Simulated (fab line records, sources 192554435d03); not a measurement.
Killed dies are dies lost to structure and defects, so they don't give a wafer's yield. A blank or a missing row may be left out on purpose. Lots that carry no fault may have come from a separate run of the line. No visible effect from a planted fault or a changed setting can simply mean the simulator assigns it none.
The same fault as seen by 3 desks | flow n5Finfet | every desk sees just its own numbers, and what lay behind them comes last

== TOOL OWNER'S DESK, lithoTrack-01 ==
The tool's own readings at N5_BEOL_M5_COAT_71 (time 60 s, resist thk 5 nm): means of the sampled wafers that have a number, for each lot that ran on this tool. The brackets show how far a lot's mean lies from the usual mean; more than 4 standard deviations puts the lot out of limits, marked OUT.
Columns: A = spinSpeedRpm at N5_BEOL_M5_COAT_71, usual 1499.9 rpm
lot  | first seen here | A
L948 | day 9 16:22     | 1499.1
L957 | day 12 12:43    | 1346.9 (-99 or more) OUT
L959 | day 12 17:22    | 1346.4 (-99 or more) OUT
This desk's verdict: out of limits on L957, L959, starting with L957 at day 12 12:43 (spinSpeedRpm at N5_BEOL_M5_COAT_71). In limits: L948.

== AT THE METROLOGY DESK ==
Means of the sampled wafers that have a number, per lot and without regard to the tool the lot ran on: this is what the gauges read. The brackets show how far a lot's mean lies from the usual mean; more than 4 standard deviations puts the lot out of limits, marked OUT. Of its 14 readings 7 are shown: those that lie furthest out on some lot.
Columns: A = DIBL_P at N5_BEOL_M4_RC_MEAS_101, usual 37.1 mV/V; B = IOFF_P at N5_BEOL_M4_RC_MEAS_101, usual 0.23 nA/um; C = ION_N at N5_BEOL_M4_RC_MEAS_101, usual 673 uA/um; D = ION_P at N5_BEOL_M4_RC_MEAS_101, usual 462 uA/um; E = VT_N at N5_BEOL_M4_RC_MEAS_101, usual 250 mV; F = VT_P at N5_BEOL_M4_RC_MEAS_101, usual -249.7 mV; G = M5_OVL at N5_BEOL_M5_OVL_MEAS_12, usual -0.4 nm
lot  | first seen here | A    | B    | C   | D   | E   | F      | G
L948 | day 9 13:19     | 37.9 | 0.25 | 671 | 463 | 249 | -248.5 | -0.6
L951 | day 10 14:05    | 36.9 | 0.24 | 668 | 467 | 250 | -249.5 | -0.2
L957 | day 12 08:20    | 37.7 | 0.22 | 672 | 459 | 251 | -250.5 | -0.4
L959 | day 12 15:21    | 34.9 | 0.16 | 653 | 449 | 256 | -254.8 | -1.4
L961 | day 12 19:49    | 35.8 | 0.21 | 679 | 469 | 250 | -251.0 | -0.7
L963 | day 13 14:03    | 33.8 | 0.18 | 653 | 450 | 253 | -253.6 | -1.0
This desk's finding: nothing out of limits on any of the 6 lots.

== THE DEFECT DESK ==
Per lot, the means of the sampled wafers with a number show what the inspections along the route counted. The brackets show how far a lot's mean lies from the usual mean; more than 4 standard deviations puts the lot out of limits, marked OUT.
Columns: A = rawDefectCount at N5_BEOL_M4_INSPECT_59, usual 74; B = rawDefectCount at N5_BEOL_M5_INSPECT_13, usual 419
lot  | first seen here | A  | B
L948 | day 9 13:21     | 84 | 530
L951 | day 10 14:06    | 78 | 543
L957 | day 12 08:22    | 83 | 420
L959 | day 12 15:22    | 64 | 421
L961 | day 12 19:50    | 75 | 411
L963 | day 13 14:04    | 38 | 309
This desk's finding: nothing out of limits on any of the 6 lots.

== TAKEN TOGETHER ==
The tool owner's desk could have raised an alarm at day 12 12:43, on L957, L959.
The metrology desk saw nothing out of limits.
No out-of-limits result turned up at the defect desk.
The metrology desk holds a record of L957, L959, inside its limits.
The defect desk has L957, L959 on record, within its limits.
All the named lots went through N5_BEOL_M5_COAT_71 on lithoTrack-01.

== WHAT THE SIMULATOR PUT IN ==
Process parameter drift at N5_BEOL_M5_COAT_71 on lithoTrack-01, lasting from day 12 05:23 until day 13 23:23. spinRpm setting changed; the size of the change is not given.
Lots struck among those shown: L957, L959.
Each desk's first reading out of limits, in hours after the fault started: the tool owner's desk, 7.
